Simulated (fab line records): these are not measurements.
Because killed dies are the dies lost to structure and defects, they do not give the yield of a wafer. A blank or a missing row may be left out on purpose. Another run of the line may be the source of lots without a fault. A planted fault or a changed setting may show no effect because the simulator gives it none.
fab line records ; flow n5Finfet
[record] lots = 10; wafers = 28; lastDay = 18
route steps=1938 shown BEOL_M7@1266 PASSIVATION@1936
lots with no fault: from the same line, run without faults
startH: hours from the record's opening day to when the first of the lot's shown wafers began ; waitH: hours elapsed since this lot's preceding step ; " same as the row above ; L1.1+2: a single row standing in for several wafers ; - no value present, or no start provided ; * or withheld: withheld ; < > ~ a bound
route shown NAME@n: names a module that has steps shown in the file, with the first one's number in the route ; usual: mean/standard deviation taken from wafers without a fault ; same: alike in all rows ; chamber/n: place in a boat ; sites: readings site by site ; _std_site: standard deviation across them ; _edge_site: inner sites' mean taken away from outer sites' mean ; radiusMm: how far each site lies from the wafer's centre ; mask NAME#n: copy n ; behind: the last tool/chamber to shape the wafer ; hold: cause of the lot's hold/its duration in hours/its outcome ; device: the transistor (n, p or np) that didn't switch ; end of line: the route-end tests of the same wafers ; step lacking rows: just its recipe ; killed: dies lost to structure and defects at the first sort, not the wafer's yield ; map: dies across one wafer; x = killed, . = not, _ = none there
set.NAME: the setting the step ran with; set.NAME@STEP: the setting that earlier step ran with ; model.NAME: the simulator's own value behind a step, which no gauge read
route steps across a sampled set of lots; one table per step, one row per wafer
services: a tool's chamber out of use, with start hour (startH, from the record's first day; less than 0 if before it), hours out, and reason
[[steps]]
[step N5_BEOL_M7_PECVD_70]
[recipe] material = SiO2; targetThkA = 200; tempC = 400; precursor = TEOS/O2; pressureTorr = 5.5; rfW = 450; teosFlowSccm = 53.8; gas = O2; flowSccm = 3000; timeS = 22.7
[usual] heaterPowerW = 740/94; showerheadPlenumPTorr = 8.76/0.059; throttleValvePct = 22.7/1
lot.wafer;tool;chamber;startH;waitH;heaterPowerW;showerheadPlenumPTorr;throttleValvePct
L109.1;pecvd-02;1;189.65;0.0;674;8.71;21.8
L109.4;pecvd-02;2;189.65;0.0;602;8.67;20.9
L109.5;pecvd-02;1;189.65;0.0;677;8.70;21.8
L113.2;pecvd-04;2;208.58;0.0;694;8.70;21.0
L113.3;pecvd-04;1;208.58;0.0;754;8.77;23.4
L113.4;pecvd-04;2;208.58;0.0;709;8.68;20.9
L117.1;pecvd-02;0;235.92;0.0;732;8.87;24.5
L117.5;pecvd-02;1;235.92;0.0;633;8.71;21.5
L117.6;pecvd-02;2;235.92;0.0;550;8.68;21.2
L120.4;pecvd-02;1;270.29;0.1;602;8.70;21.6
L120.5;pecvd-02;2;270.29;0.1;559;8.67;21.4
L122.4;pecvd-01;2;275.59;0.1;720;8.71;22.8
L122.6;pecvd-01;0;275.59;0.1;730;8.81;23.1
L126.2;pecvd-01;0;300.09;0.0;708;8.81;23.2
L126.3;pecvd-01;2;300.09;0.0;737;8.68;22.9
L126.5;pecvd-01;1;300.09;0.0;888;8.81;23.8
L128.1;pecvd-01;2;300.13;0.0;812;8.72;22.8
L128.2;pecvd-01;1;300.13;0.0;884;8.80;23.8
L128.5;pecvd-01;1;300.13;0.0;878;8.80;23.8
L129.2;pecvd-04;1;304.84;0.0;631;8.76;23.3
L129.3;pecvd-04;0;304.84;0.0;696;8.81;22.0
L129.4;pecvd-04;2;304.84;0.0;776;8.70;20.8
L132.2;pecvd-01;2;324.12;0.0;817;8.71;22.7
L132.3;pecvd-01;1;324.12;0.0;934;8.83;23.7
L132.5;pecvd-01;2;324.12;0.0;797;8.71;22.9
L130.1;pecvd-01;2;327.45;0.0;788;8.72;22.7
L130.3;pecvd-01;1;327.45;0.0;915;8.82;23.5
L130.5;pecvd-01;1;327.45;0.0;934;8.82;23.9
[step N5_BEOL_M7_STRIP_67]
[recipe] chemistry = CF4; resist = SiARC; powerW = 300; biasPowerW = 75; pressureMtorr = 50; cf4FlowSccm = 150; rfFrequencyHz = 6e+07
[usual] drypumpMotorCurrentA = 5.4/0.51; oesProductAu = 0.76/0.077; rfVppV = 270.6/2; showerheadPlenumPTorr = 1.77/0.069; throttleValvePct = 13.58/0.23
lot.wafer;tool;chamber;startH;waitH;drypumpMotorCurrentA;oesProductAu;rfHoursCounterH;rfVppV;showerheadPlenumPTorr;throttleValvePct
L109.1;rieDiel-02;0;191.09;0.0;5.2;0.87;50;273.5;1.89;13.22
L109.4;rieDiel-02;1;191.09;0.0;6.3;0.77;152;269.5;1.72;13.38
L109.5;rieDiel-02;1;191.09;0.0;6.3;0.78;-;269.1;1.72;13.43
L113.2;rieDiel-01;2;210.23;0.0;6.3;0.72;167;271.0;1.79;13.51
L113.3;rieDiel-01;3;210.23;0.0;5.7;0.69;244;270.0;1.78;13.76
L113.4;rieDiel-01;1;210.23;0.0;4.7;0.71;200;271.1;1.85;13.85
L117.1;rieDiel-01;0;238.19;0.0;5.4;0.77;126;266.9;1.67;13.44
L117.5;rieDiel-01;0;238.19;0.0;5.4;0.77;-;268.1;1.67;13.40
L117.6;rieDiel-01;1;238.19;0.0;4.7;0.69;-;273.7;1.85;13.88
L120.4;rieDiel-01;0;271.69;0.0;5.4;0.76;140;268.7;1.66;13.45
L120.5;rieDiel-01;1;271.69;0.0;4.7;0.69;-;271.9;1.84;13.90
L122.4;rieDiel-02;0;277.58;0.0;5.3;0.83;75;274.3;1.89;13.30
L122.6;rieDiel-02;3;277.58;0.0;5.9;0.75;-;270.9;1.80;13.64
L126.2;rieDiel-06;1;300.99;0.0;4.9;0.74;183;268.5;1.72;13.73
L126.3;rieDiel-06;3;300.99;0.0;5.6;0.95;8;274.5;1.90;13.10
L126.5;rieDiel-06;2;300.99;0.0;5.0;0.72;-;270.1;1.72;13.70
L128.1;rieDiel-01;0;301.19;0.0;5.4;0.75;150;266.9;1.66;13.45
L128.2;rieDiel-01;2;301.19;0.0;6.3;0.70;199;271.0;1.78;13.56
L128.5;rieDiel-01;1;301.19;0.0;4.7;0.68;-;272.9;1.84;13.91
L129.2;rieDiel-06;2;306.51;0.0;5.0;0.72;196;269.4;1.72;13.71
L129.3;rieDiel-06;3;306.51;0.0;5.6;0.93;10;272.9;1.90;13.10
L129.4;rieDiel-06;0;306.51;0.0;5.5;0.70;197;271.9;1.78;13.95
L132.2;rieDiel-02;1;326.12;0.0;6.2;0.74;193;268.9;1.71;13.48
L132.3;rieDiel-02;0;326.12;0.0;5.3;0.82;91;273.1;1.88;13.32
L132.5;rieDiel-02;3;326.12;0.0;5.9;0.73;-;270.9;1.80;13.67
L130.1;rieDiel-06;1;329.80;0.0;4.9;0.73;194;272.0;1.72;13.77
L130.3;rieDiel-06;3;329.80;0.0;5.6;0.93;16;272.5;1.90;13.11
L130.5;rieDiel-06;2;329.80;0.0;5.0;0.71;-;268.9;1.72;13.72
[step N5_BEOL_M7_ETCH_72]
[recipe] chemistry = N2/H2; target = underlayer; targetDepthA = 65; maskMaterial = CAR-EUV; timeS = 5.2; ionEnergyEv = 200; pressureMtorr = 30; sourceW = 840; biasW = 150; n2FlowSccm = 200; h2FlowSccm = 200; ends = cleared
[usual] drypumpMotorCurrentA = 5.5/0.51; etchRfOnTimeS = 5.19/0.073; oesProductAu = 0.65/0.058; rfVppV = 523/3.4; showerheadPlenumPTorr = 2.51/0.11; throttleValvePct = 17.80/0.16
lot.wafer;tool;chamber;startH;waitH;drypumpMotorCurrentA;etchRfOnTimeS;oesProductAu;rfHoursCounterH;rfVppV;showerheadPlenumPTorr;throttleValvePct
L109.1;rieDiel-01;3;193.34;0.0;5.7;5.11;0.60;239;523;2.51;18.07
L109.4;rieDiel-01;1;193.34;0.0;4.7;5.15;0.61;194;522;2.63;18.05
L109.5;rieDiel-01;2;193.34;0.0;6.3;5.27;0.62;-;523;2.53;17.69
L113.2;rieDiel-02;0;214.13;0.0;5.3;5.03;0.74;56;526;2.69;17.59
L113.3;rieDiel-02;2;214.13;0.0;5.1;5.13;0.63;169;520;2.43;17.82
L113.4;rieDiel-02;3;214.13;0.0;5.9;4.98;0.68;149;524;2.54;17.74
L117.1;rieDiel-01;1;240.46;0.0;4.7;5.25;0.59;209;526;2.62;18.08
L117.5;rieDiel-01;0;240.46;0.0;5.4;3.74;0.80;-;520;2.34;17.72
L117.6;rieDiel-01;2;240.46;0.0;6.3;3.85;0.73;-;524;2.53;17.74
L120.4;rieDiel-01;0;272.72;0.0;5.4;5.13;0.65;140;517;2.34;17.70
L120.5;rieDiel-01;3;272.72;0.0;5.7;3.65;1.04;-;522;2.51;17.68
L122.4;rieDiel-01;2;279.17;0.0;6.3;5.25;0.60;-;521;2.52;17.73
L122.6;rieDiel-01;1;279.17;0.0;4.7;3.76;0.70;-;523;2.61;18.15
L128.1;rieDiel-02;2;302.57;0.0;5.1;5.31;0.60;197;521;2.42;17.86
L128.2;rieDiel-02;3;302.57;0.0;5.9;5.22;0.64;174;524;2.53;17.80
L128.5;rieDiel-02;3;302.57;0.0;5.9;5.15;0.64;-;525;2.53;17.80
L126.2;rieDiel-02;3;302.97;0.0;5.9;5.18;0.63;175;522;2.53;17.82
L126.3;rieDiel-02;2;302.97;0.0;5.1;5.33;0.62;197;518;2.42;17.85
L126.5;rieDiel-02;1;302.97;0.0;6.3;5.18;0.64;-;521;2.43;17.79
L129.2;rieDiel-06;1;308.61;0.0;5.0;5.08;0.64;187;520;2.42;17.88
L129.3;rieDiel-06;2;308.61;0.0;5.0;5.17;0.61;197;520;2.42;17.89
L129.4;rieDiel-06;0;308.61;0.0;5.5;5.26;0.61;197;524;2.52;18.33
L132.2;rieDiel-01;3;330.95;0.0;5.8;5.04;0.80;19;521;2.50;17.64
L132.3;rieDiel-01;0;330.95;0.0;5.4;5.15;0.64;159;516;2.33;17.74
L132.5;rieDiel-01;0;330.95;0.0;5.4;5.09;0.64;-;516;2.33;17.72
L130.1;rieDiel-06;2;331.48;0.0;5.0;5.18;0.61;204;518;2.42;17.92
L130.3;rieDiel-06;3;331.48;0.0;5.6;5.12;0.80;17;527;2.71;17.56
L130.5;rieDiel-06;2;331.48;0.0;5.0;5.15;0.60;-;521;2.42;17.91
[step N5_BEOL_M7_ETCH_65]
[recipe] chemistry = CF4; target = SiARC; targetDepthA = 156; maskMaterial = CAR-EUV; timeS = 26; ionEnergyEv = 80; pressureMtorr = 40; sourceW = 545; biasW = 36; Ar_flow_sccm = 100; cf4FlowSccm = 100; ends = cleared
[usual] drypumpMotorCurrentA = 5.5/0.52; etchRfOnTimeS = 26.0/0.32; oesProductAu = 0.65/0.058; rfVppV = 183.7/1.3; showerheadPlenumPTorr = 2.12/0.086; throttleValvePct = 15.55/0.2
lot.wafer;tool;chamber;startH;waitH;drypumpMotorCurrentA;etchRfOnTimeS;oesProductAu;rfHoursCounterH;rfVppV;showerheadPlenumPTorr;throttleValvePct
L109.1;rieDiel-01;3;193.36;0.0;5.7;26.0;0.59;239;182.3;2.12;15.74
L109.4;rieDiel-01;1;193.36;0.0;4.7;26.1;0.60;194;185.9;2.22;15.88
L109.5;rieDiel-01;2;193.36;0.0;6.3;26.3;0.61;-;185.1;2.13;15.49
L113.2;rieDiel-02;0;214.14;0.0;5.2;25.8;0.73;56;185.7;2.26;15.27
L113.3;rieDiel-02;2;214.14;0.0;5.0;26.2;0.63;169;184.2;2.05;15.60
L113.4;rieDiel-02;3;214.14;0.0;5.9;25.8;0.66;149;185.0;2.15;15.60
L117.1;rieDiel-01;1;240.48;0.0;4.7;26.1;0.59;209;184.3;2.21;15.91
L117.5;rieDiel-01;0;240.48;0.0;5.4;25.6;0.67;-;180.7;1.99;15.43
L117.6;rieDiel-01;2;240.48;0.0;6.3;26.1;0.61;-;183.3;2.13;15.52
L120.4;rieDiel-01;0;272.74;0.0;5.4;25.8;0.65;140;182.6;1.98;15.47
L120.5;rieDiel-01;3;272.74;0.0;5.8;25.5;0.85;-;182.7;2.12;15.28
L122.4;rieDiel-01;2;279.19;0.0;6.3;26.1;0.60;-;185.1;2.12;15.54
L122.6;rieDiel-01;1;279.19;0.0;4.7;26.0;0.58;-;184.8;2.21;15.94
L128.1;rieDiel-02;2;302.59;0.0;5.1;26.5;0.61;197;184.6;2.05;15.63
L128.2;rieDiel-02;3;302.59;0.0;5.9;25.9;0.64;174;184.6;2.14;15.66
L128.5;rieDiel-02;3;302.59;0.0;5.9;26.1;0.63;-;183.9;2.14;15.67
L126.2;rieDiel-02;3;302.99;0.0;5.9;25.9;0.63;175;184.8;2.14;15.66
L126.3;rieDiel-02;2;302.99;0.0;5.1;26.3;0.61;197;183.1;2.05;15.64
L126.5;rieDiel-02;1;302.99;0.0;6.3;26.2;0.64;-;182.2;2.04;15.48
L129.2;rieDiel-06;1;308.63;0.0;5.0;26.2;0.63;187;183.0;2.05;15.72
L129.3;rieDiel-06;2;308.63;0.0;5.0;26.0;0.61;197;182.3;2.05;15.71
L129.4;rieDiel-06;0;308.63;0.0;5.5;26.7;0.59;197;184.1;2.13;15.99
L132.2;rieDiel-01;3;330.97;0.0;5.7;25.3;0.80;19;183.1;2.11;15.32
L132.3;rieDiel-01;0;330.97;0.0;5.4;25.8;0.64;159;181.1;1.98;15.51
L132.5;rieDiel-01;0;330.97;0.0;5.4;25.7;0.64;-;182.3;1.98;15.50
L130.1;rieDiel-06;2;331.49;0.0;5.0;25.4;0.61;204;184.0;2.05;15.75
L130.3;rieDiel-06;3;331.49;0.0;5.6;25.7;0.79;17;184.4;2.27;15.13
L130.5;rieDiel-06;2;331.49;0.0;5.0;25.5;0.61;-;183.4;2.05;15.74
[step N5_PASSIVATION_PROBE_49]
[usual] defectLimitedYield = 91.2/1.4; killed_at_M0_to_M3 = 35/11; killed_at_M4_up = 12/4.2; killedAtContacts = 13/5.6; killedAtFrontEnd = 40/12; killedAtOther = 3.3/2.6; killedDies = 103/17; killedOnRim = 14/4.5; killedOpen = 68/12; killedShort = 34/7.6; sort_bin_5_function = 5.1/0.95; sort_bin_6_memory = 3.3/0.68; sortNPass = 1077/17; sortYieldPct = 91.2/1.4
[same] grossDies = 1180; killedAtBackSide = 0; sort_bin_4_leakage[%] = 0; sort_bin_8_speed[%] = 0
lot.wafer;tool;chamber;startH;waitH;defectLimitedYield[%];killed_at_M0_to_M3;killed_at_M4_up;killedAtContacts;killedAtFrontEnd;killedAtOther;killedDies;killedOnRim;killedOpen;killedShort;sort_bin_5_function[%];sort_bin_6_memory[%];sortNPass;sortYieldPct[%]
L109.1;prober-02;-;274.02;0.0;87.8;42;11;21;65;5;144;19;104;38;6.8;5.1;1036;87.8
L109.4;prober-02;-;274.17;0.2;91.3;34;7;16;39;7;103;10;77;26;5.0;3.6;1077;91.3
L109.5;prober-02;-;274.22;0.2;90.7;28;5;11;63;3;110;14;73;36;5.7;3.6;1070;90.7
L113.2;prober-01;-;298.15;0.1;90.1;47;12;23;33;2;117;16;72;41;6.1;3.0;1063;90.1
L113.3;prober-01;-;298.20;0.1;91.9;33;13;22;23;4;95;9;60;31;4.5;3.2;1085;91.9
L113.4;prober-01;-;298.25;0.2;90.4;30;13;27;42;1;113;21;58;53;5.7;3.6;1067;90.4
L120.4;prober-01;-;351.25;0.2;90.8;36;6;12;49;5;108;14;73;34;5.8;2.7;1072;90.8
L120.5;prober-01;-;351.30;0.2;90.3;42;12;4;51;5;114;21;71;42;6.2;3.1;1066;90.3
L122.4;prober-01;-;351.55;0.5;94.1;18;13;18;20;1;70;8;40;30;3.1;2.6;1110;94.1
L122.6;prober-01;-;351.65;0.6;90.0;46;15;25;29;3;118;17;85;33;4.8;4.6;1062;90.0
L128.1;prober-02;-;376.71;0.0;90.8;46;12;4;46;1;109;11;75;34;5.9;3.2;1071;90.8
L128.2;prober-02;-;376.76;0.1;91.4;44;11;13;29;4;101;16;67;30;4.9;3.1;1079;91.4
L128.5;prober-02;-;376.91;0.2;91.7;29;14;6;45;4;98;14;73;25;5.2;2.9;1082;91.7
// killed by level:class
L109.1 STI_FIN_REVEAL:geometricParticle:open=30 MOL_CONTACT_COAG:geometricParticle:open=19 BEOL_M0_SAQP:geometricParticle:open=12 FIN_SAQP:geometricParticle:open=8 BEOL_M1:geometricParticle:open=8 BEOL_M0_SAQP:geometricParticle:short=7 STI_FIN_REVEAL:geometricParticle:short=7 BEOL_M1:geometricParticle:short=6
L109.4 FIN_SAQP:geometricParticle:open=14 MOL_CONTACT_COAG:geometricParticle:open=13 BEOL_M3:geometricParticle:open=9 STI_FIN_REVEAL:geometricParticle:open=6 BEOL_M0_SAQP:geometricParticle:open=6 BEOL_M2:geometricParticle:open=5 BEOL_M4:geometricParticle:open=5 FIN_SAQP:geometricParticle:short=4
L109.5 STI_FIN_REVEAL:geometricParticle:open=12 GATE_CUT:geometricParticle:open=12 BEOL_M2:geometricParticle:open=10 GATE_CUT:geometricParticle:short=9 FIN_SAQP:geometricParticle:open=8 MOL_CONTACT_COAG:geometricParticle:open=8 DUMMY_GATE:geometricParticle:open=7 FIN_SAQP:geometricParticle:short=6
L113.2 MOL_CONTACT_COAG:geometricParticle:open=19 BEOL_M0_SAQP:geometricParticle:short=13 BEOL_M3:geometricParticle:open=9 BEOL_M2:geometricParticle:open=7 BEOL_M0_SAQP:geometricParticle:open=5 FIN_SAQP:geometricParticle:short=4 DUMMY_GATE:geometricParticle:open=4 MOL_CONTACT_COAG:geometricParticle:short=4
L113.3 MOL_CONTACT_COAG:geometricParticle:open=14 BEOL_M3:geometricParticle:open=12 MOL_CONTACT_COAG:geometricParticle:short=8 GATE_CUT:geometricParticle:short=6 BEOL_M2:geometricParticle:open=6 BEOL_M0_SAQP:geometricParticle:short=4 BEOL_M4:geometricParticle:open=4 BEOL_M0_SAQP:geometricParticle:open=3
L113.4 MOL_CONTACT_COAG:geometricParticle:open=14 FIN_SAQP:geometricParticle:short=13 MOL_CONTACT_COAG:geometricParticle:short=13 BEOL_M0_SAQP:geometricParticle:short=11 FIN_SAQP:geometricParticle:open=8 BEOL_M0_SAQP:geometricParticle:open=8 STI_FIN_REVEAL:geometricParticle:open=4 GATE_CUT:geometricParticle:short=4
L120.4 FIN_SAQP:geometricParticle:open=11 STI_FIN_REVEAL:geometricParticle:open=10 MOL_CONTACT_COAG:geometricParticle:open=9 FIN_SAQP:geometricParticle:short=8 BEOL_M2:geometricParticle:open=8 BEOL_M0:geometricParticle:open=7 GATE_CUT:geometricParticle:short=6 BEOL_M1:geometricParticle:open=5
L120.5 FIN_SAQP:geometricParticle:short=14 FIN_SAQP:geometricParticle:open=11 STI_FIN_REVEAL:geometricParticle:open=11 BEOL_M2:geometricParticle:open=10 BEOL_M0_SAQP:geometricParticle:open=6 BEOL_M0_SAQP:geometricParticle:short=6 BEOL_M4:geometricParticle:open=6 BEOL_M3:geometricParticle:open=6
L122.4 MOL_CONTACT_COAG:geometricParticle:open=14 GATE_CUT:geometricParticle:short=5 BEOL_M5:geometricParticle:open=5 STI_FIN_REVEAL:geometricParticle:open=4 ILD0:geometricParticle:short=4 BEOL_M2:geometricParticle:short=4 MOL_CONTACT_COAG:geometricParticle:short=4 BEOL_M0_SAQP:geometricParticle:short=4
L122.6 MOL_CONTACT_COAG:geometricParticle:open=21 BEOL_M2:geometricParticle:open=14 BEOL_M0_SAQP:geometricParticle:open=10 STI_FIN_REVEAL:geometricParticle:open=8 BEOL_M4:geometricParticle:open=8 BEOL_M0_SAQP:geometricParticle:short=7 BEOL_M3:geometricParticle:open=5 FIN_SAQP:geometricParticle:short=4
L128.1 FIN_SAQP:geometricParticle:open=18 BEOL_M1:geometricParticle:open=13 BEOL_M0_SAQP:geometricParticle:short=12 BEOL_M0_SAQP:geometricParticle:open=9 FIN_SAQP:geometricParticle:short=6 BEOL_M2:geometricParticle:open=6 BEOL_M4:geometricParticle:open=5 MOL_CONTACT_COAG:geometricParticle:open=4
L128.2 FIN_SAQP:geometricParticle:open=10 BEOL_M3:geometricParticle:open=10 BEOL_M1:geometricParticle:open=10 MOL_CONTACT_COAG:geometricParticle:open=9 BEOL_M0_SAQP:geometricParticle:short=8 BEOL_M0_SAQP:geometricParticle:open=7 STI_FIN_REVEAL:geometricParticle:open=5 MOL_CONTACT_COAG:geometricParticle:short=4
L128.5 FIN_SAQP:geometricParticle:open=13 STI_FIN_REVEAL:geometricParticle:open=12 BEOL_M1:geometricParticle:open=7 BEOL_M4:geometricParticle:open=7 DUMMY_GATE:geometricParticle:open=6 MOL_CONTACT_COAG:geometricParticle:open=5 BEOL_M0_SAQP:geometricParticle:open=5 BEOL_M2:geometricParticle:open=5
[[services]]
tool;chamber;startH;hours;kind
pecvd-02;0;186.26;5.5;scheduledDown
pecvd-02;1;199.61;2.1;scheduledDown
pecvd-02;0;210.02;2.1;scheduledDown
pecvd-04;-;221.49;0.8;repair
pecvd-04;-;225.70;4.3;pm
rieDiel-01;2;235.65;2.4;repair
rieDiel-01;3;236.99;5.4;repair
rieDiel-01;3;242.70;-;clean
rieDiel-01;3;242.70;-;consumableReplace:esc
rieDiel-01;3;242.70;-;consumableReplace:focusRing
rieDiel-01;3;242.70;18.6;scheduledDown
rieDiel-01;3;242.70;18.6;ventCycle
rieDiel-06;3;247.21;-;clean
rieDiel-06;3;247.21;-;consumableReplace:focusRing
rieDiel-06;3;247.21;-;consumableReplace:showerhead
rieDiel-06;3;247.21;23.3;scheduledDown
rieDiel-06;3;247.21;23.3;ventCycle
rieDiel-01;0;277.94;1.8;repair
rieDiel-01;3;279.67;7.2;repair
rieDiel-02;3;292.71;8.2;repair
rieDiel-02;2;316.58;4.0;repair
[[key]]
[firstSign] step = N5_BEOL_M7_ETCH_72; reading = etchRfOnTimeS; direction = down; sigmas = 20; usual = *; struck = *
[effect] step = N5_BEOL_M7_ETCH_72; reading = oesProductAu; direction = up; sigmas = 2.8; usual = 0.65; struck = 0.82
metAt N5_BEOL_M7_ETCH_72
struckLots L117,L120,L122
struckWafers L117.5,L117.6,L120.5,L122.6
notActingAt N5_BEOL_M7_PECVD_70,N5_BEOL_M7_STRIP_67,N5_BEOL_M7_ETCH_65
onsetBetween 193.34 240.46
[fault] kind = processParameterDrift; tool = rieDiel-01; chamber = -; onsetH = 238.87; steps = N5_BEOL_M7_ETCH_72; channel = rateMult; offset = 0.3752; shape = step; endH = 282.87; scope = struckWafersOnly
